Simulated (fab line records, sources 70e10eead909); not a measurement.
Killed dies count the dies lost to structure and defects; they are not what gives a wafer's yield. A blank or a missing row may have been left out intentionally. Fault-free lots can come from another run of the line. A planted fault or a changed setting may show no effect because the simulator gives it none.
Which of the tools did it?	flow nand-harc	Sampling: 7 lots, 21 wafers, 4 of 1302 route steps

## WHAT THE GAUGES SHOWED, per wafer
NHARC_END_SORT_01.
lot	measured	on	killed-dies
L877	day 27 10:53	prober-02	76 91 71
L886	day 30 15:24	prober-02	45 45 33
L890	day 33 04:25	prober-01	80 87 75

## WHAT TOOL EACH LOT RAN ON (gives the tool, then ch and the chambers of the sampled wafers, and finally the start)
lot	NHARC_A_M1_DEP_33	NHARC_A_BONDPAD_DEP_00	NHARC_A_BONDPAD_SOFTBAKE_04
L871	pecvd-01 ch 1,2, day 22 23:49	pecvd-04 ch 0,1,2, day 23 00:24	litho-track-07 ch 0, day 23 01:00
L874	pecvd-01 ch 1,2, day 24 18:17	pecvd-04 ch 1,2, day 24 19:06	litho-track-07 ch 0, day 24 19:00
L877	pecvd-01 ch 0,1,2, day 26 01:39	pecvd-03 ch 2, day 26 02:14	litho-track-03 ch 0, day 26 03:00
L880	pecvd-02 ch 1,2, day 26 23:34	pecvd-04 ch 0,2, day 27 00:18	litho-track-05 ch 0, day 27 01:00
L886	pecvd-03 ch 0,1,2, day 29 08:59	pecvd-03 ch 0,1,2, day 29 10:00 or earlier	litho-track-03 ch 0, day 29 10:00
L890	pecvd-02 ch 1,2, day 31 11:37	pecvd-04 ch 0,1,2, day 31 12:11	litho-track-07 ch 0, day 31 12:00
L893	pecvd-02 ch 0,1,2, day 32 21:28	pecvd-01 ch 0,1,2, day 32 22:05	litho-track-05 ch 0, day 32 22:00
- NHARC_A_M1_DEP_33: deposits SiCN, target thk 30 nm.
- NHARC_A_BONDPAD_DEP_00: deposits SiCN, target thk 250 nm.
- NHARC_A_BONDPAD_SOFTBAKE_04: time 70 s.

## THE ANSWER, worked out from the rows above alone
Rule: what is usual is taken from the lots themselves. The widest of any qualifying gaps counts: lots, ordered by their means at a reading, are off when they make up no more than a third of the lots, leave a main group of 4 or more, and stand apart from it by 3 or more times the standard deviation of that group's means. Not used: any main group whose means are identical at the precision the tables above print for the reading. A lot without any number at a reading at which 4 lots or more have one is off too. Where the step has rows for the other lots, those lots are counted as sound.
Nothing can be told from this: no lot is off at any reading shown.

## WHAT THE SIMULATOR HAD INSERTED
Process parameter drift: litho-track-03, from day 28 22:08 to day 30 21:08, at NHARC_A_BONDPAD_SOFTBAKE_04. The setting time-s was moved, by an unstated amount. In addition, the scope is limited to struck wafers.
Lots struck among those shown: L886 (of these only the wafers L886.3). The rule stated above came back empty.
